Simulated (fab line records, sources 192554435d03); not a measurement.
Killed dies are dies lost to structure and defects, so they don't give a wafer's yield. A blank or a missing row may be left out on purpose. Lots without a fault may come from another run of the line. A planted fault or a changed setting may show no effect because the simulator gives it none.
Chamber matching | flow n5_finfet | N5_DUMMY_GATE_ETCH_44 on rie_si-03: 4 sister chambers
The step etches poly-Si in HBr/O2, stops on SiO2, target depth 127.5 nm. 14 wafers are shown with their chamber, then 7 later ones without.

WAFERS WITH THEIR CHAMBER
wafer  | chamber | throttle_valve_pct (%) | he_backside_leak_sccm (sccm) | oes_product_au (a.u.)
L075.2 | 1       | 18.76                  | 3.1                          | 0.712
L075.4 | 2       | 18.47                  | 2.6                          | 0.712
L075.6 | 1       | 18.76                  | 3.2                          | 0.729
L081.1 | 1       | 18.76                  | 3.1                          | 0.720
L081.2 | 0       | 18.42                  | 2.6                          | 0.738
L081.5 | 1       | 18.75                  | 3.0                          | 0.725
L086.2 | 1       | 18.77                  | 3.0                          | 0.728
L086.3 | 2       | 18.48                  | 2.5                          | 0.713
L086.5 | 1       | 18.75                  | 3.1                          | 0.730
L089.1 | 2       | 18.48                  | 2.5                          | 0.696
L089.5 | 0       | 18.39                  | 2.8                          | 0.710
L089.6 | 3       | 18.14                  | 2.6                          | 0.744
L090.3 | 3       | 18.16                  | 2.8                          | 0.728
L090.4 | 0       | 18.41                  | 2.8                          | 0.726

SIGNATURES (means of the wafers above)
reading               | chamber 0 | chamber 1 | chamber 2 | chamber 3 | scatter within a chamber
throttle_valve_pct    | 18.4067   | 18.7583   | 18.4767   | 18.1500   | 0.0101
he_backside_leak_sccm | 2.733     | 3.083     | 2.533     | 2.700     | 0.0904
oes_product_au        | 0.72467   | 0.72400   | 0.70700   | 0.73600   | 0.00971
Rule: a wafer's distance from a chamber is the root of the sum, over the readings, of the square of ((its reading less the chamber's mean) divided by the reading's scatter). The wafer belongs to the nearest chamber; if the next one is less than 2 further off, it can't be placed. The scatter: the root of (the sum of the squares of (reading less its chamber's mean) over the shown wafers, divided by (wafers less chambers)).

WAFERS WITHOUT THEIR CHAMBER
wafer  | throttle_valve_pct (%) | he_backside_leak_sccm (sccm) | oes_product_au (a.u.)
L090.6 | 18.13                  | 2.6                          | 0.743
L091.1 | 18.42                  | 2.8                          | 0.716
L091.5 | 18.40                  | 2.7                          | 0.715
L091.6 | 18.77                  | 3.1                          | 0.722
L096.1 | 18.75                  | 3.0                          | 0.727
L096.4 | 18.15                  | 2.6                          | 0.740
L096.5 | 18.77                  | 2.9                          | 0.719

WHICH CHAMBER EACH WENT THROUGH
wafer  | from the rows above | in truth
L090.6 | 3                   | 3
L091.1 | 0                   | 0
L091.5 | 0                   | 0
L091.6 | 1                   | 1
L096.1 | 1                   | 1
L096.4 | 3                   | 3
L096.5 | 1                   | 1
Placed correctly: 7 of 7. Can't be placed from these rows: 0. Placed wrongly: 0.
